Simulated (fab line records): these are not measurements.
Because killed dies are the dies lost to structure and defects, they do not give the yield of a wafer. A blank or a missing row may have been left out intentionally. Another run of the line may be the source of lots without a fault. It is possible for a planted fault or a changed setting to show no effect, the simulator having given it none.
fab line records	flow n5-finfet
[record] lots = 12	wafers = 29	last-day = 15
route steps=1938 shown HKMG_FIN@388 BEOL_M4@1091 PASSIVATION@1936
lots with no fault: from the same line, run without faults
start-h: hours from the record's opening day to when the first of the lot's shown wafers began	wait-h: hours from the lot's prior step to this one	" the same as in the row above	L1.1+2: a row that stands for several wafers	- value missing, or start not given	* or withheld: withheld	< > ~ a bound
route shown NAME@n: NAME is a module with steps in the file, n the number in the route of the first one	usual: mean/standard deviation taken from wafers without a fault	same: alike in all rows	chamber/n: place in a boat	sites: each site's reading	_std_site: standard deviation of those values	_edge_site: mean of outer sites minus mean of inner sites	radius-mm: how far each site lies from the wafer's centre	mask NAME#n: copy n	behind: the tool/chamber that last shaped the wafer	hold: why the lot went on hold/how many hours it stayed there/how the hold came to an end	device: transistor that didn't switch, given as n, p or np	end of line: tests of these same wafers at the route's end	a step with no rows: only its recipe	killed: dies lost to structure and defects at the first sort, not the wafer's yield	map: shows each die of a wafer: x if killed, . if not, _ if none is there
set.NAME: the setting the step ran with; set.NAME@STEP: the setting that earlier step ran with	model.NAME: the simulator's own value behind a step, which no gauge read
steps of the route over a sample of lots; a table a step, a row a wafer
services: when a tool's chamber went out of use (start-h, in hours from the record's first day, below 0 if earlier), for how many hours, and the reason
[[steps]]
[step N5_HKMG_FIN_ALD_74]
[recipe] material = La2O3	target-thk-a = 5	temp-c = 250	ald-precursor-family = La-Cp	ald-co-reactant = O3	pulse-time-s = 6	co-reactant-pulse-time-s = 1	purge-time-s = 3	co-reactant-purge-time-s = 3
[usual] heater-power-w = 360/27	precursor-pulse-height-rel = 0.999/0.02
lot.wafer	tool	chamber	start-h	wait-h	heater-power-w	precursor-pulse-height-rel
L578.2	ald-hk-02	3	79.64	0.2	374	0.983
L578.6	"	0	"	"	359	0.969
L580.2	ald-hk-03	3	91.29	0.2	337	0.968
L580.3	"	2	"	"	353	1.054
L581.1	ald-hk-02	0	98.34	0.2	364	1.006
L581.4	"	2	"	"	332	0.972
L581.6	"	2	"	"	329	0.986
L582.1	ald-hk-03	3	101.66	0.2	332	1.019
L582.2	"	0	"	"	387	1.017
L582.3	"	2	"	"	359	1.021
L583.1	ald-hk-01	3	107.03	0.2	335	1.008
L583.5	"	2	"	"	426	1.024
L583.6	"	3	"	"	328	1.020
L584.1	ald-hk-03	3	115.42	0.2	332	0.997
L584.5	"	2	"	"	359	1.030
L585.1	ald-hk-03	3	119.57	0.2	335	1.017
L585.3	"	2	"	"	356	1.012
L586.1	ald-hk-03	3	126.59	0.2	338	0.969
L586.2	"	2	"	"	339	1.030
L586.5	"	0	"	"	377	0.977
L588.1	ald-hk-02	3	139.49	0.2	369	0.984
L588.2	"	2	"	"	320	1.001
L588.6	"	0	"	"	362	0.983
L592.2	ald-hk-03	0	161.26	0.2	372	0.991
L592.5	"	3	"	"	335	1.005
L593.2	ald-hk-03	1	166.36	0.2	388	1.017
L594.1	ald-hk-03	0	172.97	0.2	383	0.987
L594.2	"	3	"	"	336	0.996
L594.6	"	2	"	"	351	0.977
[step N5_BEOL_M4_ANNEAL_87]
[recipe] temp-c = 400	time-s = 240	ambient = vacuum
[usual] heater-power-w = 818/75
lot.wafer	tool	chamber	start-h	wait-h	heater-power-w
L578.2	pvd-sputter-02	-	167.91	0.0	867
L578.6	"	-	"	"	823
L580.2	pvd-sputter-01	-	179.04	0.0	940
L580.3	"	-	"	"	880
L581.1	pvd-sputter-03	-	180.41	0.0	844
L581.4	"	-	"	"	791
L581.6	"	-	"	"	794
L582.1	pvd-sputter-03	-	192.91	0.0	810
L582.2	"	-	"	"	818
L582.3	"	-	"	"	780
L583.1	pvd-sputter-01	-	200.08	0.0	760
L583.5	"	-	"	"	762
L583.6	"	-	"	"	860
L584.1	pvd-sputter-03	-	202.74	0.0	841
L584.5	"	-	"	"	840
L585.1	pvd-sputter-03	-	213.75	0.0	774
L585.3	"	-	"	"	754
L586.1	pvd-sputter-03	-	218.90	0.0	844
L586.2	"	-	"	"	744
L586.5	"	-	"	"	751
L588.1	pvd-sputter-01	-	226.09	0.0	882
L588.2	"	-	"	"	930
L588.6	"	-	"	"	870
L592.2	pvd-sputter-01	-	245.43	0.0	874
L592.5	"	-	"	"	874
L593.2	pvd-sputter-01	-	251.26	0.0	755
L594.1	pvd-sputter-03	-	264.66	0.0	793
L594.2	"	-	"	"	842
L594.6	"	-	"	"	799
[step N5_BEOL_M4_SPUTTER_88]
[recipe] material = Cu	target-thk-a = 45	temp-c = -20	chamber-pressure-pa = 0.07	power-w = withheld	time-s = 8.29
[usual] chamber-pressure-pa = 0.07/0.00014	throttle-valve-pct = 29.9/0.74
lot.wafer	tool	chamber	start-h	wait-h	chamber-pressure-pa	throttle-valve-pct
L578.2	pvd-sputter-02	-	168.05	0.1	0.06998	29.9
L578.6	"	-	"	"	0.07024	31.0
L580.2	pvd-sputter-01	-	179.18	0.1	0.07013	30.4
L580.3	"	-	"	"	0.06988	29.3
L581.1	pvd-sputter-03	-	180.55	0.1	0.07006	29.3
L581.4	"	-	"	"	0.07002	30.3
L581.6	"	-	"	"	0.07021	31.3
L582.1	pvd-sputter-03	-	193.05	0.1	0.06995	31.0
L582.2	"	-	"	"	0.07004	29.0
L582.3	"	-	"	"	0.07015	29.9
L583.1	pvd-sputter-01	-	200.22	0.1	0.07015	29.6
L583.5	"	-	"	"	0.07018	29.8
L583.6	"	-	"	"	0.07013	29.4
L584.1	pvd-sputter-03	-	202.88	0.1	0.06991	29.0
L584.5	"	-	"	"	0.06985	28.9
L585.1	pvd-sputter-03	-	213.89	0.1	0.06989	30.2
L585.3	"	-	"	"	0.07012	29.7
L586.1	pvd-sputter-03	-	219.04	0.1	0.07004	29.0
L586.2	"	-	"	"	0.0699	30.1
L586.5	"	-	"	"	0.07007	29.9
L588.1	pvd-sputter-01	-	226.23	0.1	0.06999	29.1
L588.2	"	-	"	"	0.07001	30.2
L588.6	"	-	"	"	0.06992	29.4
L592.2	pvd-sputter-01	-	245.57	0.1	0.07036	29.3
L592.5	"	-	"	"	0.07018	29.5
L593.2	pvd-sputter-01	-	251.40	0.1	0.07017	29.7
L594.1	pvd-sputter-03	-	264.80	0.1	0.06994	30.1
L594.2	"	-	"	"	0.06992	28.9
L594.6	"	-	"	"	0.07001	30.0
[step N5_BEOL_M4_ANNEAL_95]
[recipe] temp-c = 400	time-s = 240	ambient = vacuum
[usual] heater-power-w = 818/73
lot.wafer	tool	chamber	start-h	wait-h	heater-power-w
L578.2	pvd-sputter-02	-	168.79	0.0	865
L578.6	"	-	"	"	805
L580.2	pvd-sputter-01	-	179.92	0.0	921
L580.3	"	-	"	"	876
L581.1	pvd-sputter-03	-	181.29	0.0	849
L581.4	"	-	"	"	787
L581.6	"	-	"	"	799
L582.1	pvd-sputter-03	-	193.79	0.0	811
L582.2	"	-	"	"	829
L582.3	"	-	"	"	803
L583.1	pvd-sputter-01	-	200.96	0.0	763
L583.5	"	-	"	"	764
L583.6	"	-	"	"	863
L584.1	pvd-sputter-03	-	203.62	0.0	850
L584.5	"	-	"	"	852
L585.1	pvd-sputter-03	-	214.63	0.0	814
L585.3	"	-	"	"	739
L586.1	pvd-sputter-03	-	219.78	0.0	806
L586.2	"	-	"	"	738
L586.5	"	-	"	"	740
L588.1	pvd-sputter-01	-	226.97	0.0	859
L588.2	"	-	"	"	924
L588.6	"	-	"	"	879
L592.2	pvd-sputter-01	-	246.31	0.0	861
L592.5	"	-	"	"	842
L593.2	pvd-sputter-01	-	252.14	0.0	754
L594.1	pvd-sputter-03	-	265.54	0.0	817
L594.2	"	-	"	"	824
L594.6	"	-	"	"	807
[step N5_BEOL_M4_RC_MEAS_101]
[usual] DIBL_N = 37.5/2	DIBL_P = 37.5/2.5	IOFF_N = 0.18/0.042	IOFF_P = 0.24/0.046	IOFF_P_85C = 4.0/0.65	IOFF_P_LIN = 0.107/0.016	IOFF_P_LONG = 0.000104/8.1e-06	ION_N = 677/15	ION_P = 464/9.5	SS_N = 72.0/0.76	SS_P = 73.6/0.79	VT_N = 249/3.5	VT_N_LVT = 98/3.6	VT_P = -249/3.2	VT_P_LONG = -275.6/2.7
lot.wafer	tool	chamber	start-h	wait-h	DIBL_N[mV/V]	DIBL_P[mV/V]	IOFF_N[nA/um]	IOFF_P[nA/um]	IOFF_P_85C[nA/um]	IOFF_P_LIN[nA/um]	IOFF_P_LONG[nA/um]	ION_N[uA/um]	ION_P[uA/um]	SS_N[mV/dec]	SS_P[mV/dec]	VT_N[mV]	VT_N_LVT[mV]	VT_P[mV]	VT_P_LONG[mV]
L578.2	prober-02	0	170.18	0.2	37.0	38.6	0.17	0.23	3.9	0.103	9.8e-05	691	466	72.8	74.1	247	97	-251	-278.4
L578.6	"	0	"	"	38.1	39.7	0.18	0.26	4.3	0.108	9.5e-05	667	458	72.8	74.7	251	100	-249	-277.7
L580.2	prober-01	0	181.31	0.2	36.9	37.5	0.16	0.20	3.4	0.088	8.5e-05	657	451	72.8	73.8	251	101	-256	-283.7
L580.3	"	0	"	"	37.5	39.2	0.18	0.23	3.9	0.100	8.4e-05	670	455	72.1	74.4	249	97	-250	-282.1
L581.1	prober-02	0	182.55	0.0	36.5	34.2	0.13	0.21	3.6	0.104	0.000115	670	468	71.2	73.3	254	101	-247	-271.8
L581.4	"	0	"	"	37.0	36.7	0.15	0.26	4.3	0.119	0.000108	658	464	71.2	73.5	250	100	-248	-270.2
L581.6	"	0	"	"	39.3	37.7	0.18	0.26	4.4	0.121	0.000113	680	470	72.3	73.6	247	97	-245	-270.9
L582.1	prober-01	0	195.03	0.0	34.2	34.4	0.15	0.18	3.3	0.092	0.000101	682	471	72.3	73.2	253	100	-254	-277.9
L582.2	"	0	"	"	36.0	37.9	0.18	0.24	4.1	0.111	9.7e-05	670	457	72.0	73.3	247	97	-249	-279.7
L582.3	"	0	"	"	36.8	38.0	0.20	0.23	3.9	0.106	8.9e-05	687	464	72.0	74.3	247	96	-251	-277.3
L583.1	prober-02	0	202.69	0.0	37.3	36.9	0.17	0.24	4.2	0.114	0.000106	678	469	71.4	74.0	249	96	-249	-274.4
L583.5	"	0	"	"	39.1	38.0	0.20	0.26	4.4	0.119	0.000105	684	472	72.7	74.2	248	97	-247	-274.0
L583.6	"	0	"	"	34.8	35.0	0.13	0.23	3.9	0.107	0.000105	650	454	71.0	74.0	250	101	-248	-273.1
L584.1	prober-02	0	204.86	0.0	36.8	37.1	0.14	0.24	4.1	0.105	0.000103	645	448	70.6	73.9	254	103	-251	-275.4
L584.5	"	0	"	"	38.7	38.1	0.19	0.25	4.2	0.114	0.000101	679	464	71.8	73.3	247	98	-249	-276.4
L585.1	prober-02	0	216.10	0.0	34.7	33.6	0.12	0.16	2.8	0.082	0.00011	657	454	70.5	71.5	257	106	-252	-273.8
L585.3	"	0	"	"	42.7	45.1	0.30	0.38	5.9	0.154	0.000108	694	473	73.4	75.7	243	93	-241	-274.9
L586.1	prober-02	0	221.05	0.0	38.8	39.8	0.21	0.29	4.6	0.125	0.000104	691	475	71.1	74.3	243	94	-242	-273.2
L586.2	"	0	"	"	38.0	37.3	0.18	0.24	4.0	0.109	0.000112	677	465	71.7	73.2	252	98	-247	-272.7
L586.5	"	0	"	"	39.1	39.7	0.19	0.28	4.6	0.123	0.000112	667	468	71.3	74.1	247	96	-245	-272.2
L588.1	prober-01	0	228.21	0.0	37.1	40.3	0.19	0.27	4.5	0.108	8.8e-05	658	446	71.9	74.3	250	100	-252	-279.6
L588.2	"	0	"	"	37.0	38.0	0.19	0.20	3.5	0.093	8.8e-05	665	449	73.0	72.5	248	102	-252	-279.4
L588.6	"	0	"	"	36.0	37.7	0.15	0.20	3.5	0.091	8.9e-05	654	446	72.2	72.6	254	105	-255	-276.6
L592.2	prober-01	0	248.37	0.2	37.0	36.4	0.16	0.89	12.0	0.401	0.000326	676	519	71.5	73.9	248	136	-211	-237.7
L592.5	"	0	"	"	40.0	39.8	0.22	0.28	4.7	0.122	0.000105	691	476	72.2	73.6	247	96	-248	-275.6
L593.2	prober-02	0	253.53	0.2	35.3	34.4	0.12	0.64	9.1	0.311	0.000297	661	514	71.0	72.3	254	138	-216	-242.4
L594.1	prober-01	0	266.78	0.0	37.0	37.8	0.19	0.24	4.1	0.109	0.000109	702	482	72.2	73.1	250	98	-248	-274.1
L594.2	"	0	"	"	34.2	33.9	0.13	0.66	9.7	0.323	0.000327	650	502	71.8	72.7	252	138	-215	-239.0
L594.6	"	0	"	"	37.5	38.3	0.19	0.25	4.3	0.113	0.000107	671	465	72.0	74.7	248	97	-247	-271.6
[step N5_PASSIVATION_PROBE_49]
[usual] defect-limited-yield = 91.8/1.5	killed_at_M0_to_M3 = 33/11	killed_at_M4_up = 13/5	killed-at-contacts = 11/5.6	killed-at-front-end = 36/12	killed-at-other = 3.4/2.5	killed-dies = 97/18	killed-open = 64/13	killed-short = 31/6.9	sort_bin_4_leakage = 0.01/0.048	sort_bin_5_function = 4.8/1	sort_bin_6_memory = 3.1/0.64	sort-n-pass = 1083/18	sort-yield-pct = 91.8/1.5
[same] gross-dies = 1180	killed-at-back-side = 0	sort_bin_8_speed[%] = 0
lot.wafer	tool	chamber	start-h	wait-h	defect-limited-yield[%]	killed_at_M0_to_M3	killed_at_M4_up	killed-at-contacts	killed-at-front-end	killed-at-other	killed-dies	killed-open	killed-short	sort_bin_4_leakage[%]	sort_bin_5_function[%]	sort_bin_6_memory[%]	sort-n-pass	sort-yield-pct[%]
L592.2	prober-02	-	352.70	0.1	85.4	51	12	19	89	1	172	114	57	80.08	9.1	4.8	63	5.3
L592.5	prober-02	-	352.85	0.2	90.3	43	16	1	53	1	114	63	47	0	5.4	3.6	1066	90.3
L594.1	prober-02	-	370.08	0.0	90.5	39	12	14	41	6	112	77	30	0	5.9	3.1	1068	90.5
L594.2	prober-02	-	370.13	0.1	91.3	44	15	19	22	3	103	66	34	45.17	4.8	3.4	544	46.1
L594.6	prober-02	-	370.33	0.3	92.0	47	10	8	26	3	94	68	25	0	5.2	2.4	1086	92.0
L593.2	prober-01	-	370.22	0.1	89.1	46	22	20	36	5	129	81	41	42.46	5.7	4.6	550	46.6
// killed by level:class
L592.2 FIN_SAQP:geometric-particle:open=30 FIN_SAQP:geometric-particle:short=16 STI_FIN_REVEAL:geometric-particle:open=14 MOL_CONTACT_COAG:geometric-particle:open=13 BEOL_M0_SAQP:geometric-particle:short=13 GATE_CUT:geometric-particle:open=12 BEOL_M0_SAQP:geometric-particle:open=9 GATE_CUT:geometric-particle:short=7
L592.5 FIN_SAQP:geometric-particle:open=10 FIN_SAQP:geometric-particle:short=10 BEOL_M0_SAQP:geometric-particle:short=10 BEOL_M1:geometric-particle:open=9 BEOL_M3:geometric-particle:open=7 GATE_CUT:geometric-particle:short=5 GATE_CUT:geometric-particle:open=5 BEOL_M2:geometric-particle:open=5
L594.1 BEOL_M0_SAQP:geometric-particle:open=12 BEOL_M2:geometric-particle:open=12 MOL_CONTACT_COAG:geometric-particle:open=11 FIN_SAQP:geometric-particle:open=10 STI_FIN_REVEAL:geometric-particle:open=5 STARTING-WAFER:geometric-particle:short=5 BEOL_M0_SAQP:geometric-particle:short=5 BEOL_M1:geometric-particle:open=5
L594.2 MOL_CONTACT_COAG:geometric-particle:open=14 BEOL_M0_SAQP:geometric-particle:open=14 BEOL_M0_SAQP:geometric-particle:short=10 BEOL_M1:geometric-particle:open=8 BEOL_M2:geometric-particle:open=6 STI_FIN_REVEAL:geometric-particle:open=5 MOL_CONTACT_COAG:geometric-particle:short=5 STI_FIN_REVEAL:geometric-particle:short=4
L593.2 MOL_CONTACT_COAG:geometric-particle:open=18 BEOL_M1:geometric-particle:open=11 FIN_SAQP:geometric-particle:short=10 BEOL_M3:geometric-particle:open=9 BEOL_M0_SAQP:geometric-particle:short=7 BEOL_M0_SAQP:geometric-particle:open=6 STI_FIN_REVEAL:geometric-particle:open=5 BEOL_M4:geometric-particle:open=5
L594.6 BEOL_M0_SAQP:geometric-particle:short=13 BEOL_M1:geometric-particle:open=10 BEOL_M2:geometric-particle:open=10 MOL_CONTACT_COAG:geometric-particle:open=8 STI_FIN_REVEAL:geometric-particle:open=7 BEOL_M0_SAQP:geometric-particle:open=5 BEOL_M3:geometric-particle:open=5 STARTING-WAFER:geometric-particle:open=5
[[services]]
tool	chamber	start-h	hours	kind
ald-hk-01	-	62.44	0.9	repair
pvd-sputter-02	-	88.47	0.6	repair
ald-hk-01	-	111.43	1.9	repair
pvd-sputter-02	-	121.61	1.8	repair
ald-hk-02	-	164.69	3.7	repair
ald-hk-03	-	187.89	1.2	repair
ald-hk-03	-	220.07	2.8	pm
ald-hk-01	-	224.86	2.8	pm
pvd-sputter-01	-	252.79	1.5	repair
[[key]]
[first-sign] step = N5_BEOL_M4_RC_MEAS_101	reading = IOFF_P_LONG	direction = up	sigmas = 26	usual = 0.000104	struck = 0.000316
[effect] step = N5_BEOL_M4_RC_MEAS_101	reading = IOFF_P_LIN	direction = up	sigmas = 15	usual = 0.107	struck = 0.345
[effect] step = N5_BEOL_M4_RC_MEAS_101	reading = VT_P_LONG	direction = up	sigmas = 13	usual = -275.6	struck = -239.7
[effect] step = N5_BEOL_M4_RC_MEAS_101	reading = VT_N_LVT	direction = up	sigmas = 11	usual = 98	struck = 137
[effect] step = N5_BEOL_M4_RC_MEAS_101	reading = VT_P	direction = up	sigmas = 11	usual = -249	struck = -214
[effect] step = N5_BEOL_M4_RC_MEAS_101	reading = IOFF_P	direction = up	sigmas = 11	usual = 0.24	struck = 0.73
[effect] step = N5_BEOL_M4_RC_MEAS_101	reading = IOFF_P_85C	direction = up	sigmas = 9.7	usual = 4.0	struck = 10.3
[effect] step = N5_BEOL_M4_RC_MEAS_101	reading = ION_P	direction = up	sigmas = 5.1	usual = 464	struck = 512
[effect] step = N5_PASSIVATION_PROBE_49	reading = sort_bin_4_leakage	direction = up	sigmas = 99+	usual = 0.01	struck = 55.90
met-at N5_HKMG_FIN_ALD_74
struck-lots L592,L593,L594
struck-wafers L592.2,L593.2,L594.2
not-acting-at N5_BEOL_M4_ANNEAL_87,N5_BEOL_M4_SPUTTER_88,N5_BEOL_M4_ANNEAL_95
onset-between 126.59 161.26
[fault] kind = process-parameter-drift	tool = ald-hk-03	chamber = -	onset-h = 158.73	steps = N5_HKMG_FIN_ALD_74	channel = target-thk-a	offset = *	shape = step	end-h = 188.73	scope = struck-wafers-only	acts-in = *	stated = *
